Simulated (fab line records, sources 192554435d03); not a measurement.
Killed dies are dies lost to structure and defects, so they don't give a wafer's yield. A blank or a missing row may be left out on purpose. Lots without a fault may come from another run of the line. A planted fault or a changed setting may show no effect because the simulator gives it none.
Split-lot experiment | flow n5_finfet | 7 lots, 39 wafers read, on a route of 1938 steps

THE SPLIT
At N5_MOL_CONTACT_COAG_SPUTTER_143 (material Co, target thk 2.5 nm), the setting target_thk_a was moved away from the recipe's 25 angstrom on 15 of the 39 wafers read, by -26.1% to +48.5%. The other wafers ran this setting at the recipe's value.

The reading is taken at the split's own step.

THE READING
Co_of_MOL_CONTACT_COAG_SPUTTER_143.thk_nm (the simulator's own value, which no gauge read), in nm, at N5_MOL_CONTACT_COAG_SPUTTER_143 (material Co, target thk 2.5 nm). The file gives no usual value for it. The 24 wafers here that ran the recipe average 2.5 nm, standard deviation 0.2 nm.

wafer  | tool, chamber at the split | target_thk_a as run, angstrom | against the recipe | Co_of_MOL_CONTACT_COAG_SPUTTER_143.thk_nm, nm | against lot-mates on the recipe
L076.1 | pvd_sputter-03, -          | 31.14                         | +24.6%             | 3                                             | +0.6
L076.4 | pvd_sputter-03, -          | 31.14                         | +24.6%             | 3                                             | +0.6
L076.6 | pvd_sputter-03, -          | 31.14                         | +24.6%             | 3                                             | +0.6
L076.2 | pvd_sputter-03, -          | 25                            | recipe             | 2.4                                           | -
L076.3 | pvd_sputter-03, -          | 25                            | recipe             | 2.4                                           | -
L076.5 | pvd_sputter-03, -          | 25                            | recipe             | 2.4                                           | -
L083.1 | pvd_sputter-02, -          | 25                            | recipe             | 2.6                                           | -
L083.2 | pvd_sputter-02, -          | 25                            | recipe             | 2.6                                           | -
L083.3 | pvd_sputter-02, -          | 25                            | recipe             | 2.6                                           | -
L083.4 | pvd_sputter-02, -          | 25                            | recipe             | 2.6                                           | -
L083.5 | pvd_sputter-02, -          | 25                            | recipe             | 2.6                                           | -
L083.6 | pvd_sputter-02, -          | 25                            | recipe             | 2.8                                           | -
L084.1 | pvd_sputter-02, -          | 25                            | recipe             | 2.6                                           | -
L084.5 | pvd_sputter-02, -          | 25                            | recipe             | 2.6                                           | -
L084.2 | pvd_sputter-02, -          | 37.13                         | +48.5%             | 4                                             | +1.3
L084.3 | pvd_sputter-02, -          | 37.13                         | +48.5%             | 3.8                                           | +1.1
L084.4 | pvd_sputter-02, -          | 37.13                         | +48.5%             | 3.8                                           | +1.1
L084.6 | pvd_sputter-02, -          | 25                            | recipe             | 2.8                                           | -
L085.1 | pvd_sputter-03, -          | 20.58                         | -17.7%             | 1.8                                           | -0.4
L085.3 | pvd_sputter-03, -          | 20.58                         | -17.7%             | 1.8                                           | -0.4
L085.5 | pvd_sputter-03, -          | 20.58                         | -17.7%             | 1.8                                           | -0.4
L085.2 | pvd_sputter-03, -          | 25                            | recipe             | 2.2                                           | -
L085.4 | pvd_sputter-03, -          | 25                            | recipe             | 2.2                                           | -
L085.6 | pvd_sputter-03, -          | 25                            | recipe             | 2.2                                           | -
L090.1 | pvd_sputter-01, -          | 25                            | recipe             | 2                                             | -
L090.2 | pvd_sputter-01, -          | 25                            | recipe             | 2.2                                           | -
L090.5 | pvd_sputter-01, -          | 25                            | recipe             | 2.2                                           | -
L090.3 | pvd_sputter-01, -          | 29.73                         | +18.9%             | 2.8                                           | +0.7
L090.4 | pvd_sputter-01, -          | 29.73                         | +18.9%             | 2.8                                           | +0.7
L090.6 | pvd_sputter-01, -          | 29.73                         | +18.9%             | 2.8                                           | +0.7
L093.1 | pvd_sputter-02, -          | 25                            | recipe             | 2.6                                           | -
L093.2 | pvd_sputter-02, -          | 25                            | recipe             | 2.6                                           | -
L093.6 | pvd_sputter-02, -          | 25                            | recipe             | 2.6                                           | -
L095.1 | pvd_sputter-03, -          | 18.47                         | -26.1%             | 1.8                                           | -0.6
L095.3 | pvd_sputter-03, -          | 18.47                         | -26.1%             | 1.8                                           | -0.6
L095.4 | pvd_sputter-03, -          | 18.47                         | -26.1%             | 1.8                                           | -0.6
L095.2 | pvd_sputter-03, -          | 25                            | recipe             | 2.4                                           | -
L095.5 | pvd_sputter-03, -          | 25                            | recipe             | 2.4                                           | -
L095.6 | pvd_sputter-03, -          | 25                            | recipe             | 2.4                                           | -

THE FIT
A straight line over all 39 wafers: Co_of_MOL_CONTACT_COAG_SPUTTER_143.thk_nm changes by +0.0274 nm for each +1% of target_thk_a; r = +0.94; the points scatter about the line by 0.18 nm.
The same after taking each lot's own level away (the mean of its wafers on the recipe; 39 wafers): +0.0249 nm for each +1%; r = +0.99; scatter 0.078 nm.
On that fit, the largest move of target_thk_a shifts the reading by 1.2 nm.
The lots' own levels span 2.13 to 2.67 nm, that is 2.6 times the standard deviation above.
So the lot-to-lot level changes the slope: the two fits differ.
Check: with one of the wafers moved furthest among these (+48.5%) left out of the fit, the line predicts +1.2 nm for it against its lot-mates. It came out at +1.33 nm against them.

OTHER SPLITS ON THESE WAFERS
These wafers also went through other splits before the reading. Each is held against what the fit with the lots' levels taken away leaves over:
other split on the same wafers     | wafers away from the commonest value | r with Co_of_MOL_CONTACT_COAG_SPUTTER_143.thk_nm (lot level and that fit taken away)
N5_FIN_SAQP_HM_DEP_03 target_thk_a | 18                                   | +0.05
N5_DUMMY_GATE_ETCH_32 time_s       | 15                                   | -0.05
N5_SD_EPI_N_EPI_21 time_s          | 6                                    | +0.05

THE FILE'S OWN FIT
Co_of_MOL_CONTACT_COAG_SPUTTER_143.thk_nm changes by +0.0251 nm for each +1% of target_thk_a, r = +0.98.
